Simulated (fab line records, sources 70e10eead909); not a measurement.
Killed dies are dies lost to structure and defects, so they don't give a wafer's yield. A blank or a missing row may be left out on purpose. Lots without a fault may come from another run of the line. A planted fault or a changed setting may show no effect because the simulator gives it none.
fab line records | flow nand_harc
record lots=5 wafers=15 last_day=32
route steps=1302 shown P_CONTACT@228 END@1302
lots that met no fault: from a run of the same line without faults
start_h: hours from the record's first day to the start of the lot's first wafer shown | wait_h: hours since the lot's step before | " the same as in the row above | L1.1+2: a row that stands for several wafers | - no value, or no start given | * or withheld: withheld | < > ~ a bound
route shown NAME@n: a module of which the file shows steps, and the number in the route of the first | usual: mean/standard deviation of fault-free wafers | same: alike in all rows | chamber/n: place in a boat | sites: the reading at each site | _std_site: their standard deviation | _edge_site: outer sites' mean less inner sites' | radius_mm: how far each site lies from the wafer's centre | mask NAME#n: copy n | behind: the tool/chamber that last shaped the wafer | hold: why the lot was held/for how many hours/how that ended | device: the transistor (n, p or np) that didn't switch | end of line: the same wafers' tests at the end of the route | a step without rows: its recipe alone | killed: dies lost to structure and defects at the first sort, not the wafer's yield | map: a wafer's dies, x killed, . not, _ none there
set.NAME: the setting as run; set.NAME@STEP: as run at that earlier step | model.NAME: the simulator's own value behind a step, which no gauge read
lots at some steps of the route; a table a step, a row a wafer
services: from which hour (start_h, from the record's first day; less than 0 if before it) a tool's chamber was out of use, for how many hours, and why
## steps
# step NHARC_P_CONTACT_EBR_08
# step NHARC_P_CONTACT_EXPOSE_09
# recipe na=1.35 target_cd_nm=90 dose_mj=81.26 mask_id=P_CA
# step NHARC_P_CONTACT_PEB_10
# recipe peb_temp_c=100 peb_time_s=65
# step NHARC_P_CONTACT_DEVELOP_11
# recipe develop_time_s=35 dev_temp_c=23
# step NHARC_P_CONTACT_CD_MEAS_12
# recipe target_cd_nm=90 landing_energy_ev=500
# usual cd_nm=89.6/0.81
# columns lot.wafer tool chamber start_h wait_h cd_nm
L422.3 cd_sem-01 0 149.06 - 90.6
L422.5 " 0 " " 89.7
L422.6 " 0 " " 90.4
L424.1 cd_sem-03 0 164.95 - 87.5
L424.5 " 0 " " 88.6
L424.6 " 0 " " 88.5
L435.2 cd_sem-03 0 281.56 - 88.0
L435.4 " 0 " " 89.5
L435.6 " 0 " " 89.1
L438.1 cd_sem-02 0 303.71 - 89.8
L438.3 " 0 " " 90.6
L438.4 " 0 " " 89.2
L439.1 cd_sem-03 0 318.98 - 89.2
L439.4 " 0 " " 91.2
L439.6 " 0 " " 89.8
# step NHARC_P_CONTACT_OVL_MEAS_13
# usual overlay_x_nm=-0.2/0.94 overlay_y_nm=-0.1/0.94
# columns lot.wafer tool chamber start_h wait_h overlay_x_nm overlay_y_nm
L422.3 overlay-02 - 149.14 - 0.0 -0.3
L422.5 " - " " 0.3 -0.5
L422.6 " - " " 0.4 -0.6
L424.1 overlay-01 - 165.04 - -1.4 0.2
L424.5 " - " " -1.3 -0.3
L424.6 " - " " -1.2 -0.5
L435.2 overlay-02 - 281.65 - -0.3 -2.2
L435.4 " - " " 0.3 -2.6
L435.6 " - " " -0.7 -1.9
L438.1 overlay-01 - 303.80 - 1.9 -0.7
L438.3 " - " " 1.5 -0.4
L438.4 " - " " 1.5 -0.7
L439.1 overlay-02 - 319.07 - 0.4 0.2
L439.4 " - " " 0.3 0.3
L439.6 " - " " 0.7 0.4
# step NHARC_P_CONTACT_INSPECT_14
# usual raw_defect_count=3.8/2.5
# columns lot.wafer tool chamber start_h wait_h raw_defect_count
L422.3 defect_inspect-02 - 149.18 0.0 3
L422.5 " - " " 3
L422.6 " - " " 2
L424.1 defect_inspect-01 - 165.07 0.0 8
L424.5 " - " " 5
L424.6 " - " " 10
L435.2 defect_inspect-02 - 281.68 0.0 4
L435.4 " - " " 1
L435.6 " - " " 2
L438.1 defect_inspect-02 - 303.83 0.0 2
L438.3 " - " " 3
L438.4 " - " " 5
L439.1 defect_inspect-01 - 319.10 0.0 4
L439.4 " - " " 1
L439.6 " - " " 2
# step NHARC_P_CONTACT_DESCUM_17
# recipe time_s=3 o2_flow_sccm=200 ar_flow_sccm=0 bias_power_w=0 chemistry=O2
# usual chamber_pressure_mTorr=60.00/0.061 drypump_motor_current_A=5.6/0.44 oes_product_au=1.004/0.012 rf_vpp_V=57.8/0.89 showerhead_plenum_p_Torr=1.93/0.075 throttle_valve_pct=11.311/0.0097
# columns lot.wafer tool chamber start_h wait_h chamber_pressure_mTorr drypump_motor_current_A oes_product_au rf_hours_counter_h rf_vpp_V showerhead_plenum_p_Torr throttle_valve_pct
L422.3 rie_diel-04 1 149.25 0.1 59.94 5.9 1.004 8.8 57.0 2.04 11.302
L422.6 " 3 " " 60.04 5.5 0.989 - 58.3 1.88 11.305
L422.5 " 0 " " 59.97 4.9 1.001 - 58.3 1.88 11.317
L424.1 rie_diel-04 0 165.16 0.1 59.98 4.9 1.013 5.6 57.3 1.88 11.318
L424.6 " 1 " " 59.94 5.9 1.002 - 57.2 2.04 11.299
L424.5 " 2 " " 59.98 5.4 1.001 - 59.6 2.05 11.309
L435.4 rie_diel-01 3 281.75 0.1 59.90 6.2 1.000 1.0 57.3 1.94 11.334
L435.2 " 1 " " 59.93 5.1 0.982 1.2 57.3 1.87 11.313
L435.6 " 3 " " 60.10 6.2 0.999 - 57.8 1.94 11.293
L438.4 rie_diel-04 2 303.89 0.1 60.01 5.4 0.985 4.8 59.0 2.05 11.292
L438.3 " 3 " " 59.96 5.5 1.009 4.8 57.5 1.88 11.311
L438.1 " 1 " " 60.04 5.9 0.991 4.1 58.3 2.04 11.319
L439.4 rie_diel-04 2 319.17 0.1 60.12 5.4 0.974 5.4 59.5 2.05 11.309
L439.1 " 0 " " 60.06 4.9 1.011 5.3 59.0 1.88 11.301
L439.6 " 1 " " 60.08 5.9 1.002 - 57.7 2.04 11.320
# step NHARC_P_CONTACT_ETCH_35
# recipe target_depth_a=390 over_etch_frac=0.3 time_s=65 ion_energy_ev=80 cf4_flow_sccm=150 ar_flow_sccm=0 rf_w=300 bias_w=100 chemistry=CF4
# usual chamber_pressure_mTorr=49.99/0.048 drypump_motor_current_A=5.6/0.44 oes_product_au=1.005/0.012 rf_vpp_V=151.4/1.1 showerhead_plenum_p_Torr=1.78/0.064 throttle_valve_pct=13.284/0.0095
# columns lot.wafer tool chamber start_h wait_h chamber_pressure_mTorr drypump_motor_current_A oes_product_au rf_hours_counter_h rf_vpp_V showerhead_plenum_p_Torr throttle_valve_pct
L422.3 rie_diel-04 3 149.34 0.1 50.07 5.5 0.992 9.0 151.8 1.74 13.290
L422.6 " 0 " " 50.00 4.8 1.020 - 151.6 1.74 13.294
L422.5 " 1 " " 50.04 5.9 0.998 - 152.2 1.88 13.290
L424.1 rie_diel-04 3 165.23 0.1 49.99 5.5 1.001 9.9 150.4 1.74 13.295
L424.5 " 1 " " 50.00 5.9 1.015 - 152.6 1.88 13.284
L424.6 " 2 " " 49.95 5.4 0.999 - 152.4 1.89 13.286
L435.2 rie_diel-01 3 281.84 0.1 49.98 6.2 0.975 1.1 150.4 1.79 13.288
L435.4 " 0 " " 49.93 5.6 1.008 1.6 152.9 1.88 13.278
L435.6 " 2 " " 49.94 6.1 0.989 - 150.6 1.76 13.285
L438.1 rie_diel-04 1 303.98 0.1 49.92 5.9 0.997 4.1 152.3 1.87 13.275
L438.4 " 2 " " 50.02 5.4 0.997 4.8 151.7 1.88 13.293
L438.3 " 0 " " 49.92 4.9 1.032 4.7 150.5 1.74 13.291
L439.4 rie_diel-04 2 319.25 0.1 50.05 5.4 0.987 5.4 152.5 1.88 13.293
L439.1 " 3 " " 49.95 5.5 1.011 5.3 152.0 1.74 13.290
L439.6 " 2 " " 49.96 5.4 0.996 - 152.3 1.88 13.282
# step NHARC_P_CONTACT_ETCH_36
# recipe target_depth_a=2600 over_etch_frac=0.25 time_s=406.25 ion_energy_ev=200 n2_flow_sccm=150 h2_flow_sccm=150 ar_flow_sccm=0 rf_w=400 bias_w=150 chemistry=N2/H2
# usual chamber_pressure_mTorr=30.001/0.027 drypump_motor_current_A=5.6/0.42 oes_product_au=1.003/0.012 rf_vpp_V=430.9/2.4 showerhead_plenum_p_Torr=2.06/0.082 throttle_valve_pct=14.171/0.0091
# columns lot.wafer tool chamber start_h wait_h chamber_pressure_mTorr drypump_motor_current_A oes_product_au rf_hours_counter_h rf_vpp_V showerhead_plenum_p_Torr throttle_valve_pct
L422.3 rie_diel-04 1 - - 30.001 5.9 1.010 8.9 433.5 2.18 14.159
L422.5 " 2 " " 29.990 5.4 1.002 - 436.1 2.19 14.168
L422.6 " 3 " " 29.968 5.5 0.992 - 429.8 2.00 14.161
L424.1 rie_diel-04 3 - - 30.013 5.5 0.998 9.9 429.9 2.00 14.167
L424.6 " 3 " " 29.976 5.5 0.996 - 428.7 2.00 14.163
L424.5 " 0 " " 30.003 4.9 1.007 - 430.4 2.00 14.184
L435.4 rie_diel-01 2 - - 30.046 6.1 0.981 1.6 429.2 2.02 14.167
L435.2 " 3 " " 29.914 6.2 0.999 1.1 429.3 2.07 14.181
L435.6 " 2 " " 30.046 6.2 0.983 - 431.1 2.02 14.161
L438.3 rie_diel-04 1 - - 29.994 5.9 1.005 4.2 435.1 2.18 14.161
L438.4 " 2 " " 29.971 5.4 0.999 4.9 435.3 2.19 14.176
L438.1 " 0 " " 29.996 4.9 1.032 4.8 430.6 2.00 14.171
L439.1 rie_diel-04 2 - - 30.025 5.4 0.984 5.5 433.3 2.19 14.166
L439.4 " 0 " " 30.040 4.9 1.019 5.3 430.4 2.00 14.165
L439.6 " 1 " " 30.008 5.9 0.999 - 433.5 2.18 14.174
# step NHARC_P_CONTACT_ETCH_18
# recipe target_depth_a=4810 time_s=240.5 c4f8_flow_sccm=20 o2_flow_sccm=10 ar_flow_sccm=withheld rf_w=600 bias_w=1500 chemistry=C4F8/O2/Ar
# usual chamber_pressure_mTorr=25.000/0.021 oes_product_au=0.961/0.02 rf_vpp_V=979/5.1
# columns lot.wafer tool chamber start_h wait_h chamber_pressure_mTorr oes_product_au rf_hours_counter_h rf_vpp_V
L422.3 rie_diel-04 2 - - 25.004 0.976 8.9 987
L422.6 " 1 " " 25.006 0.983 - 986
L422.5 " 2 " " 25.028 0.978 - 987
L424.1 rie_diel-04 2 - - 24.992 0.954 9.9 988
L424.5 " 2 " " 25.001 0.966 - 988
L424.6 " 3 " " 24.984 0.954 - 977
L435.2 rie_diel-01 3 - - 25.020 0.953 1.2 980
L435.4 " 0 " " 25.025 0.978 1.7 987
L435.6 " 3 " " 25.001 0.950 - 979
L438.3 rie_diel-04 0 - - 25.003 0.997 4.8 976
L438.1 " 1 " " 25.033 0.967 4.4 987
L438.4 " 2 " " 25.013 0.960 5.1 987
L439.4 rie_diel-04 0 - - 24.928 0.992 5.4 975
L439.1 " 2 " " 24.999 0.955 5.7 986
L439.6 " 1 " " 25.024 0.952 - 987
# step NHARC_P_CONTACT_STRIP_37
# recipe c4f8_flow_sccm=withheld o2_flow_sccm=8 ar_flow_sccm=withheld bias_w=0 chemistry=C4F8/O2/Ar
# step NHARC_P_CONTACT_ETCH_31
# recipe target_depth_a=300 time_s=85.7 ion_energy_ev=120 over_etch_frac=1 ch3f_flow_sccm=50 o2_flow_sccm=30 ar_flow_sccm=200 rf_w=500 bias_w=100 chemistry=CH3F/O2
# usual chamber_pressure_mTorr=25.000/0.022 drypump_motor_current_A=5.6/0.43 oes_product_au=0.982/0.015 rf_vpp_V=244.7/1.6 showerhead_plenum_p_Torr=2.48/0.093 throttle_valve_pct=20.663/0.0097
# columns lot.wafer tool chamber start_h wait_h chamber_pressure_mTorr drypump_motor_current_A oes_product_au rf_hours_counter_h rf_vpp_V showerhead_plenum_p_Torr throttle_valve_pct
L422.3 rie_diel-04 1 150.00 - 25.018 5.9 1.009 9.1 247.0 2.62 20.664
L422.6 " 2 " " 24.996 5.4 0.992 - 245.5 2.63 20.662
L422.5 " 3 " " 25.016 5.5 0.972 - 242.9 2.42 20.648
L424.1 rie_diel-04 0 165.90 - 24.996 4.9 0.992 5.9 241.8 2.42 20.672
L424.5 " 1 " " 24.978 5.9 0.969 - 245.4 2.61 20.664
L424.6 " 2 " " 25.040 5.4 0.655 - 246.3 2.63 20.664
L435.4 rie_diel-01 1 282.49 - 24.980 5.1 0.977 1.5 245.0 2.41 20.659
L435.2 " 2 " " 25.013 6.1 0.974 2.0 242.7 2.44 20.676
L435.6 " 0 " " 25.014 5.5 0.994 - 246.9 2.62 20.651
L438.4 rie_diel-04 1 304.64 - 24.973 5.9 0.972 4.5 245.4 2.61 20.673
L438.1 " 2 " " 25.008 5.4 0.963 5.1 247.4 2.63 20.669
L438.3 " 3 " " 24.993 5.5 0.985 5.0 244.1 2.41 20.657
L439.1 rie_diel-04 1 319.92 - 25.028 5.9 0.980 5.2 247.6 2.61 20.677
L439.4 " 2 " " 24.937 5.4 0.959 5.7 246.8 2.63 20.652
L439.6 " 0 " " 25.015 4.9 1.005 - 243.6 2.41 20.666
# step NHARC_P_CONTACT_CD_MEAS_19
# usual cd_nm=90.0/1.8
# columns lot.wafer tool chamber start_h wait_h cd_nm
L422.3 cd_sem-03 - 150.12 - 88.2
L422.5 " - " " 89.1
L422.6 " - " " 90.7
L424.1 cd_sem-01 - 166.00 - 89.9
L424.5 " - " " 89.4
L424.6 " - " " 88.3
L435.2 cd_sem-01 - 282.62 - 88.8
L435.4 " - " " 89.9
L435.6 " - " " 90.1
L438.1 cd_sem-01 - 304.76 - 91.3
L438.3 " - " " 89.8
L438.4 " - " " 87.5
L439.1 cd_sem-02 - 320.04 - 87.8
L439.4 " - " " 91.9
L439.6 " - " " 90.0
# step NHARC_END_SORT_01
# recipe temp_c=25
# usual killed_at_array=63/27 killed_at_other=0.7/1.2 killed_at_periphery=3.1/2 killed_dies=67/28 killed_open=3.0/1.9 killed_short=2.2/1.5
# same gross_dies=677
# columns lot.wafer tool chamber start_h wait_h killed_at_array killed_at_other killed_at_periphery killed_dies killed_open killed_short
L424.6 prober-01 0 609.54 4.0 101 2 5 108 2 1
L435.2 prober-02 0 740.36 2.8 62 0 2 64 3 2
L435.4 prober-02 0 741.96 3.4 54 2 3 59 3 3
L435.6 prober-02 0 743.55 4.0 55 3 0 58 2 3
# killed by level:class
L424.6 A_CHANNEL_HOLE_D1:chamber_film_flake=34 A_CHANNEL_HOLE_D2:chamber_film_flake=31 A_SLIT:chamber_film_flake=28 P_GATE:chamber_film_flake=3 A_STAIRCASE:chamber_film_flake=2 A_M1:chamber_film_flake=2 A_ONON_D2:geometric_particle:short=1 A_WL_FILL:geometric_particle:open=1
L435.2 A_SLIT:chamber_film_flake=34 A_CHANNEL_HOLE_D1:chamber_film_flake=8 A_CHANNEL_FILL_D2:chamber_film_flake=4 A_STAIRCASE:chamber_film_flake=4 A_SGD_CUT:chamber_film_flake=3 A_CONTACT:chamber_film_flake=2 P_CONTACT:geometric_particle:open=1 A_ONON_D1:geometric_particle:open=1
L435.4 A_SLIT:chamber_film_flake=30 A_CHANNEL_HOLE_D1:chamber_film_flake=7 A_STAIRCASE:chamber_film_flake=6 A_CONTACT:chamber_film_flake=3 A_CHANNEL_FILL_D2:chamber_film_flake=2 THIN_TSV:chamber_film_flake=2 P_GATE:geometric_particle:open=1 P_CONTACT:geometric_particle:open=1
L435.6 A_SLIT:chamber_film_flake=29 A_CHANNEL_HOLE_D1:chamber_film_flake=11 A_STAIRCASE:chamber_film_flake=4 A_CHANNEL_FILL_D2:chamber_film_flake=3 A_CONTACT:chamber_film_flake=3 A_DECK1_JOINT:geometric_particle:open=1 A_ONON_D2:geometric_particle:short=1 A_WL_FILL:geometric_particle:short=1
## services
# columns tool chamber start_h hours kind
rie_diel-04 0 132.40 - clean
rie_diel-04 1 132.40 - clean
rie_diel-04 2 132.40 - clean
rie_diel-04 3 132.40 - clean
rie_diel-01 0 150.16 2.4 repair
rie_diel-04 0 156.90 - clean
rie_diel-04 1 156.90 - clean
rie_diel-04 2 156.90 - clean
rie_diel-04 3 156.90 - clean
rie_diel-04 - 177.90 9.0 pm
rie_diel-04 0 177.90 9.0 vent_cycle
rie_diel-04 1 177.90 9.0 vent_cycle
rie_diel-04 2 177.90 9.0 vent_cycle
rie_diel-04 3 177.90 9.0 vent_cycle
rie_diel-04 0 186.90 - clean
rie_diel-04 1 186.90 - clean
rie_diel-01 - 203.80 9.0 pm
rie_diel-04 1 251.05 5.3 repair
rie_diel-01 1 257.47 9.6 repair
rie_diel-01 3 258.48 7.2 repair
rie_diel-04 - 278.39 0.8 repair
rie_diel-04 1 292.88 6.1 repair
rie_diel-01 0 301.58 3.9 repair
rie_diel-01 1 302.73 5.7 repair
## key
first_sign step=NHARC_P_CONTACT_ETCH_31 reading=oes_product_au direction=down sigmas=21 usual=0.982 struck=0.655
effect none on later readings
met_at NHARC_P_CONTACT_ETCH_31
struck_wafers L424.6
tester_left_out L424
onset_between 150.00 165.90
fault kind=process_parameter_drift tool=rie_diel-04 chamber=- onset_h=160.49 steps=NHARC_P_CONTACT_ETCH_31 channel=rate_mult offset=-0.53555 shape=step end_h=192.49 scope=struck_wafers_only
# tester_left_out: of these lots the tester's yield and bins aren't shown, on N5 and GAA mostly nor the transistor test; their killed dies are dies lost to structure and defects alone, not to doping, threshold or leakage, so they don't give the yield
